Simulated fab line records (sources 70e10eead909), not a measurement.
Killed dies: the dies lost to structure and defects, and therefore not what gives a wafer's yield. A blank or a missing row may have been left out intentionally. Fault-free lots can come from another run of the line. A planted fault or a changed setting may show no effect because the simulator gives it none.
Chamber matching | flow nand harc | NHARC_A_STAIRCASE_DESCUM_219 on rie diel-02 has 4 sister chambers
The step chemistry O2, time 3 s. 14 wafers are shown with their chamber, then 7 later ones without.

== WAFERS, EACH WITH ITS CHAMBER ==
wafer  | chamber | drypump motor current A (A) | showerhead plenum p Torr (Torr) | throttle valve pct (%)
L081.2 | 2       | 5.3                         | 1.89                            | 11.316
L081.3 | 0       | 5.7                         | 1.80                            | 11.320
L081.5 | 3       | 6.4                         | 1.79                            | 11.318
L085.2 | 0       | 5.7                         | 1.79                            | 11.301
L085.3 | 1       | 6.2                         | 1.79                            | 11.318
L085.5 | 3       | 6.4                         | 1.79                            | 11.298
L086.3 | 0       | 5.7                         | 1.79                            | 11.309
L086.5 | 3       | 6.4                         | 1.79                            | 11.310
L086.6 | 0       | 5.7                         | 1.79                            | 11.317
L090.1 | 0       | 5.7                         | 1.79                            | 11.317
L090.5 | 3       | 6.4                         | 1.79                            | 11.292
L090.6 | 0       | 5.7                         | 1.79                            | 11.298
L091.2 | 1       | 6.3                         | 1.78                            | 11.316
L091.5 | 1       | 6.3                         | 1.78                            | 11.316

SIGNATURES, as means of the wafers listed above
reading                  | chamber 0 | chamber 1 | chamber 2 | chamber 3 | scatter within a chamber
drypump motor current A  | 5.700     | 6.267     | 5.300     | 6.400     | 0.0258
showerhead plenum p Torr | 1.7917    | 1.7833    | 1.8900    | 1.7900    | 0.00387
throttle valve pct       | 11.31033  | 11.31667  | 11.31600  | 11.30450  | 0.00915
Rule: a wafer lies at a distance from a chamber equal to the root of the sum of squares, over the readings, of (its reading less the chamber's mean, divided by the reading's scatter). If the next closest chamber is less than 2 further off than the closest, the wafer can't be placed; otherwise it belongs to the closest. The scatter is the square root of a quotient: the sum, over the shown wafers, of each reading's squared deviation from its chamber's mean, divided by wafers minus chambers.

== WAFERS WITH NO CHAMBER GIVEN ==
wafer  | drypump motor current A (A) | showerhead plenum p Torr (Torr) | throttle valve pct (%)
L091.6 | 5.3                         | 1.88                            | 11.316
L094.2 | 6.3                         | 1.78                            | 11.310
L094.3 | 5.3                         | 1.88                            | 11.322
L094.6 | 5.3                         | 1.88                            | 11.299
L097.1 | 5.7                         | 1.79                            | 11.330
L097.2 | 6.3                         | 1.78                            | 11.300
L097.4 | 5.3                         | 1.87                            | 11.311

== WHICH CHAMBER EACH WENT THROUGH ==
wafer  | from the rows above | in truth
L091.6 | 2                   | 2
L094.2 | 1                   | 1
L094.3 | 2                   | 2
L094.6 | 2                   | 2
L097.1 | 0                   | 0
L097.2 | 1                   | 1
L097.4 | 2                   | 2
Correctly placed: 7 of 7. Not placeable from these rows: 0. Placed wrongly: 0.
